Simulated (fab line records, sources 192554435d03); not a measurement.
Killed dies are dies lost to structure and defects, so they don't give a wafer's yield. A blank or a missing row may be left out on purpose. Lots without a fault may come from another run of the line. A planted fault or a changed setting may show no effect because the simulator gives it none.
Which tool did it? | flow n5_finfet | 11 lots, 30 wafers sampled, at 5 steps of a route of 1938

WHAT THE GAUGES READ, wafer by wafer
N5_BEOL_M4_RC_MEAS_101. Usual: DIBL_N 36.3 mV/V, standard deviation 2; DIBL_P 36.3 mV/V, standard deviation 2.4; IOFF_N 0.16 nA/um, standard deviation 0.034; IOFF_P 0.21 nA/um, standard deviation 0.035; ION_N 672 uA/um, standard deviation 12; ION_P 459 uA/um, standard deviation 6.5; SS_N 71.6 mV/dec, standard deviation 0.67; SS_P 73.3 mV/dec, standard deviation 0.71; VT_N 250 mV, standard deviation 3.5; VT_P -251 mV, standard deviation 3.
lot  | measured     | on        | DIBL_N (mV/V)  | DIBL_P (mV/V)  | IOFF_N (nA/um) | IOFF_P (nA/um) | ION_N (uA/um) | ION_P (uA/um) | SS_N (mV/dec)  | SS_P (mV/dec)  | VT_N (mV)   | VT_P (mV)      | flag
L221 | day 8 03:04  | prober-01 | 35.5 35.7 34.9 | 35.7 35.9 34.7 | 0.15 0.15 0.13 | 0.20 0.21 0.19 | 662 661 655   | 458 459 450   | 71.6 71.4 71.9 | 73.3 72.8 72.6 | 250 254 251 | -251 -251 -251 |
L222 | day 8 07:41  | prober-02 | 32.6 32.3 32.3 | 31.7 31.6 31.5 | 0.10 0.10 0.10 | 0.15 0.15 0.15 | 651 653 664   | 456 453 456   | 70.0 69.8 70.1 | 72.0 71.8 72.1 | 259 256 257 | -256 -253 -254 |
L224 | day 8 23:09  | prober-02 | 36.8 35.0 36.5 | 38.7 37.0 38.6 | 0.17 0.15 0.16 | 0.20 0.18 0.21 | 675 675 675   | 453 458 453   | 71.6 70.9 71.7 | 73.8 73.1 73.9 | 250 253 253 | -254 -255 -252 |
L229 | day 11 02:57 | prober-02 | 40.1 39.7      | 40.8 37.9      | 0.23 0.20      | 0.26 0.21      | 681 677       | 462 453       | 72.4 73.6      | 73.9 73.3      | 245 252     | -251 -252      |
L231 | day 11 15:45 | prober-01 | 36.1 37.2      | 37.2 38.8      | 0.15 0.19      | 0.21 0.23      | 664 683       | 455 462       | 71.5 72.4      | 73.3 73.6      | 249 246     | -251 -249      |
L233 | day 11 21:34 | prober-01 | 35.5 36.9      | 37.5 38.8      | 0.15 0.19      | 0.22 0.23      | 664 671       | 458 459       | 72.0 72.6      | 73.6 73.9      | 253 249     | -248 -249      |
L236 | day 13 14:58 | prober-02 | 36.1 36.9 36.7 | 37.3 37.7 38.0 | 0.15 0.16 0.16 | 0.22 0.22 0.22 | 661 669 684   | 462 469 474   | 71.3 70.7 72.0 | 73.1 72.8 73.5 | 249 249 249 | -248 -245 -248 |
L240 | day 13 08:12 | prober-02 | 36.1 35.3 33.6 | 35.6 35.6 32.8 | 0.18 0.17 0.13 | 0.19 0.19 0.15 | 695 681 672   | 465 459 451   | 71.7 71.2 71.2 | 73.0 72.9 72.8 | 246 247 252 | -253 -252 -256 |
L242 | day 14 01:46 | prober-02 | 36.8 33.8 34.3 | 36.2 32.4 33.0 | 0.16 0.12 0.13 | 0.20 0.15 0.16 | 676 666 672   | 458 460 459   | 71.6 70.9 70.7 | 74.0 72.0 72.4 | 251 255 253 | -249 -256 -252 |
L241 | day 14 05:52 | prober-01 | 37.9 37.1 40.2 | 38.8 37.0 40.1 | 0.20 0.18 0.24 | 0.25 0.22 0.28 | 699 679 693   | 473 463 469   | 72.3 71.9 72.8 | 74.4 73.8 74.6 | 245 246 243 | -248 -249 -250 |
L243 | day 14 14:23 | prober-01 | 36.8 37.2 36.1 | 37.1 37.9 36.1 | 0.19 0.20 0.18 | 0.22 0.24 0.21 | 680 679 684   | 459 459 462   | 71.8 72.0 72.0 | 73.0 73.4 72.6 | 248 246 245 | -249 -248 -251 |

WHICH TOOL RAN EACH LOT (tool, then ch and the chambers of the sampled wafers, then the start)
lot  | N5_BEOL_M0_ANNEAL_117        | N5_BEOL_M0_PRE_CLEAN_131         | N5_BEOL_M0_CO_CAP_123            | N5_BEOL_M0_DEP_125
L221 | pvd_sputter-01, day 6 07:43  | cvd_co-01 ch 0,1, day 6 08:49    | cvd_co-01 ch 0,1, day 6 08:52    | pecvd-02 ch 0,2, day 6 08:59
L222 | pvd_sputter-02, day 6 10:25  | cvd_co-02 ch 0,2, day 6 13:24    | cvd_co-02 ch 0,2, day 6 13:28    | pecvd-01 ch 0,2, day 6 13:35
L224 | pvd_sputter-02, day 6 22:44  | cvd_co-02 ch 0,1,2, day 6 23:51  | cvd_co-02 ch 0,1,2, day 6 23:53  | pecvd-02 ch 0,1, day 7 00:01
L229 | pvd_sputter-02, day 8 02:32  | cvd_co-02 ch 0,2, day 8 04:01    | cvd_co-02 ch 0,2, day 8 04:04    | pecvd-02 ch 0,1, day 8 04:10
L231 | pvd_sputter-03, day 8 13:56  | cvd_co-02 ch 0,1, day 8 16:18    | cvd_co-02 ch 0,1, day 8 16:22    | pecvd-01 ch 0,1, day 8 16:31
L233 | pvd_sputter-03, day 9 07:20  | cvd_co-02 ch 0,1, day 9 08:26    | cvd_co-02 ch 0,1, day 9 08:29    | pecvd-04 ch 0,1, day 9 08:35
L236 | pvd_sputter-03, day 10 04:40 | cvd_co-01 ch 0,1, day 10 05:52   | cvd_co-01 ch 0,1, day 10 05:55   | pecvd-01 ch 0,1, day 10 06:02
L240 | pvd_sputter-02, day 11 03:08 | cvd_co-01 ch 0,2, day 11 04:14   | cvd_co-01 ch 0,2, day 11 04:16   | pecvd-01 ch 0,1,2, day 11 04:23
L242 | pvd_sputter-02, day 11 08:40 | cvd_co-01 ch 0,1,2, day 11 09:46 | cvd_co-01 ch 0,1,2, day 11 09:49 | pecvd-04 ch 0,1,2, day 11 09:55
L241 | pvd_sputter-02, day 11 09:06 | cvd_co-01 ch 1,2, day 11 10:13   | cvd_co-01 ch 1,2, day 11 10:15   | pecvd-02 ch 0,1,2, day 11 10:22
L243 | pvd_sputter-02, day 11 14:35 | cvd_co-01 ch 0,1,2, day 11 16:26 | cvd_co-01 ch 0,1,2, day 11 16:29 | pecvd-01 ch 1,2, day 11 16:36
- N5_BEOL_M0_ANNEAL_117: time 60 s.
- N5_BEOL_M0_PRE_CLEAN_131: time 15 s.
- N5_BEOL_M0_CO_CAP_123: material Co, precursor CCTBA/H2, target thk 2 nm, time 102.1 s.
- N5_BEOL_M0_DEP_125: deposits SiCN from 3MS/NH3, target thk 8 nm, time 14 s.

WHAT THE TOOLS THEMSELVES READ (means of the sampled wafers that have a number; where no wafer has one, the mark that the record gives instead)
N5_BEOL_M0_ANNEAL_117. Usual: heater_power_w 842 W, standard deviation 68.
lot  | tool           | heater_power_w (W) | flag
L221 | pvd_sputter-01 | 872                |
L222 | pvd_sputter-02 | 824                |
L224 | pvd_sputter-02 | 857                |
L229 | pvd_sputter-02 | 856                |
L231 | pvd_sputter-03 | 738                |
L233 | pvd_sputter-03 | 856                |
L236 | pvd_sputter-03 | 878                |
L240 | pvd_sputter-02 | 841                |
L242 | pvd_sputter-02 | 819                |
L241 | pvd_sputter-02 | 872                |
L243 | pvd_sputter-02 | 864                |

N5_BEOL_M0_PRE_CLEAN_131. Usual: heater_power_w 83 W, standard deviation 7.2.
lot  | tool      | heater_power_w (W) | flag
L221 | cvd_co-01 | 88                 |
L222 | cvd_co-02 | 76                 |
L224 | cvd_co-02 | 76                 |
L229 | cvd_co-02 | 74                 |
L231 | cvd_co-02 | 79                 |
L233 | cvd_co-02 | 80                 |
L236 | cvd_co-01 | 89                 |
L240 | cvd_co-01 | 90                 |
L242 | cvd_co-01 | 87                 |
L241 | cvd_co-01 | 87                 |
L243 | cvd_co-01 | 87                 |

N5_BEOL_M0_CO_CAP_123. Usual: heater_power_w 233 W, standard deviation 9.5; run_length_s 125.2 s, standard deviation 0.36.
lot  | tool      | heater_power_w (W) | run_length_s (s) | flag
L221 | cvd_co-01 | 238                | 125.3            |
L222 | cvd_co-02 | 219                | 125.0            |
L224 | cvd_co-02 | 228                | 125.0            |
L229 | cvd_co-02 | 224                | 140.3            | OFF
L231 | cvd_co-02 | 232                | 140.4            | OFF
L233 | cvd_co-02 | 224                | 140.1            | OFF
L236 | cvd_co-01 | 243                | 125.2            |
L240 | cvd_co-01 | 238                | 125.0            |
L242 | cvd_co-01 | 241                | 125.4            |
L241 | cvd_co-01 | 234                | 125.2            |
L243 | cvd_co-01 | 237                | 125.2            |

N5_BEOL_M0_DEP_125. Usual: showerhead_plenum_p_Torr 3.668 Torr, standard deviation 0.013; throttle_valve_pct 8.9 %, standard deviation 0.36.
lot  | tool     | showerhead_plenum_p_Torr (Torr) | throttle_valve_pct (%) | flag
L221 | pecvd-02 | 3.658                           | 8.7                    |
L222 | pecvd-01 | 3.679                           | 9.2                    |
L224 | pecvd-02 | 3.660                           | 8.7                    |
L229 | pecvd-02 | 3.657                           | 8.9                    |
L231 | pecvd-01 | 3.668                           | 8.9                    |
L233 | pecvd-04 | 3.671                           | 8.9                    |
L236 | pecvd-01 | 3.659                           | 8.8                    |
L240 | pecvd-01 | 3.668                           | 8.7                    |
L242 | pecvd-04 | 3.671                           | 8.8                    |
L241 | pecvd-02 | 3.665                           | 9.0                    |
L243 | pecvd-01 | 3.661                           | 8.4                    |

THE ANSWER, worked out from the rows above alone
Rule: a lot is off if the mean of its wafers that have a number lies more than 3 standard deviations from the usual mean. A lot without any number at a reading at which 4 lots or more have one is off too. The other lots that the step has rows for count as sound. The gauges are gone through in route order, then the tools' own readings, and for those a lot's mean is taken as printed above. The first step at which some lot is off is used, and at that step the reading that is off furthest; a lot without a number counts as furthest.
Off: L229, L231, L233, at N5_BEOL_M0_CO_CAP_123 (run_length_s).
A tool fits if, at that step or a process step before it, it ran every lot that is off, and no sound lot after the first of them. One fits: cvd_co-02 at N5_BEOL_M0_PRE_CLEAN_131 and N5_BEOL_M0_CO_CAP_123. At N5_BEOL_M0_PRE_CLEAN_131 its last sound lot is L224 (day 6 23:51), its first lot that is off L229 (day 8 04:01): a fault that began between those two fits.

WHAT THE SIMULATOR HAD PUT IN
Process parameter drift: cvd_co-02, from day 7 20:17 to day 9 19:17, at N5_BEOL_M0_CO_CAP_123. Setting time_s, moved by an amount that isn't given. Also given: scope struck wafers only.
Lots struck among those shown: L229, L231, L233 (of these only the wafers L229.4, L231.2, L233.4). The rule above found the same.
